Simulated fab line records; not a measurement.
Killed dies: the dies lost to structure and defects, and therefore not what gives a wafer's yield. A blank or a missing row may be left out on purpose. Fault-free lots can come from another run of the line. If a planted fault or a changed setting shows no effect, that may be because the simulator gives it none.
Chamber matching | flow nandHarc | rieDiel-08 running NHARC_P_BONDPAD_ACTIVATE_29: 4 sister chambers
The step chemistry N2, time 60 s. 22 wafers are shown with their chamber, then 11 later ones without.

WAFERS WITH THEIR CHAMBER
wafer  | chamber | drypumpMotorCurrentA (A) | oesProductAu (a.u.) | rfVppV (V)
L074.1 | 1       | 5.0                      | 1.004               | 64.3
L074.5 | 0       | 5.6                      | 1.007               | 63.6
L074.6 | 3       | 5.7                      | 1.002               | 65.3
L075.1 | 3       | 5.7                      | 1.000               | 64.8
L075.2 | 1       | 5.0                      | 1.004               | 63.3
L075.6 | 1       | 5.0                      | 1.018               | 64.3
L076.2 | 1       | 5.0                      | 1.014               | 64.7
L076.4 | 0       | 5.6                      | 1.002               | 63.9
L076.5 | 3       | 5.6                      | 0.999               | 63.7
L077.1 | 1       | 5.0                      | 0.998               | 65.4
L077.3 | 0       | 5.6                      | 0.996               | 64.9
L077.6 | 0       | 5.6                      | 1.003               | 64.1
L083.3 | 2       | 5.5                      | 0.995               | 64.4
L083.4 | 1       | 5.0                      | 1.009               | 63.5
L083.5 | 0       | 5.6                      | 1.010               | 64.2
L085.2 | 2       | 5.5                      | 1.008               | 62.1
L085.5 | 1       | 5.0                      | 1.014               | 65.5
L085.6 | 0       | 5.6                      | 1.010               | 62.4
L087.1 | 0       | 5.6                      | 1.005               | 63.9
L087.2 | 2       | 5.5                      | 0.999               | 63.9
L087.5 | 0       | 5.6                      | 1.018               | 64.1
L089.2 | 0       | 5.6                      | 1.012               | 63.0

SIGNATURES (averages over the wafers above)
reading              | chamber 0 | chamber 1 | chamber 2 | chamber 3 | scatter within a chamber
drypumpMotorCurrentA | 5.600     | 5.000     | 5.500     | 5.667     | 0.0192
oesProductAu         | 1.00700   | 1.00871   | 1.00067   | 1.00033   | 0.00635
rfVppV               | 63.789    | 64.429    | 63.467    | 64.600    | 0.844
Rule: for each reading, subtract the chamber's mean from the wafer's reading, divide by that reading's scatter and square the result; add these up over the readings and take the root, which gives the wafer's distance from the chamber. The wafer belongs to the nearest chamber; if the next one is less than 2 further off, it can't be placed. The scatter: the root of (the sum of the squares of (reading less its chamber's mean) over the shown wafers, divided by (wafers less chambers)).

WAFERS WHOSE CHAMBER IS MISSING
wafer  | drypumpMotorCurrentA (A) | oesProductAu (a.u.) | rfVppV (V)
L089.4 | 5.7                      | 1.009               | 64.0
L089.6 | 5.6                      | 1.012               | 63.9
L091.1 | 5.0                      | 1.019               | 62.4
L091.2 | 5.6                      | 1.012               | 63.4
L091.5 | 5.6                      | 1.012               | 64.3
L093.1 | 5.5                      | 1.010               | 64.9
L093.3 | 5.6                      | 1.008               | 64.2
L093.6 | 5.5                      | 1.003               | 64.7
L096.2 | 5.5                      | 1.009               | 64.1
L096.4 | 5.6                      | 0.997               | 63.4
L096.6 | 5.6                      | 1.003               | 63.9

EACH ONE'S CHAMBER
wafer  | from the rows above | in truth
L089.4 | 3                   | 3
L089.6 | 0                   | 0
L091.1 | 1                   | 1
L091.2 | 0                   | 0
L091.5 | 0                   | 0
L093.1 | 2                   | 2
L093.3 | 0                   | 0
L093.6 | 2                   | 2
L096.2 | 2                   | 2
L096.4 | 0                   | 0
L096.6 | 0                   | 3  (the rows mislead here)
10 of 11 placed correctly. Number that these rows cannot place: 0. 1 placed wrongly.
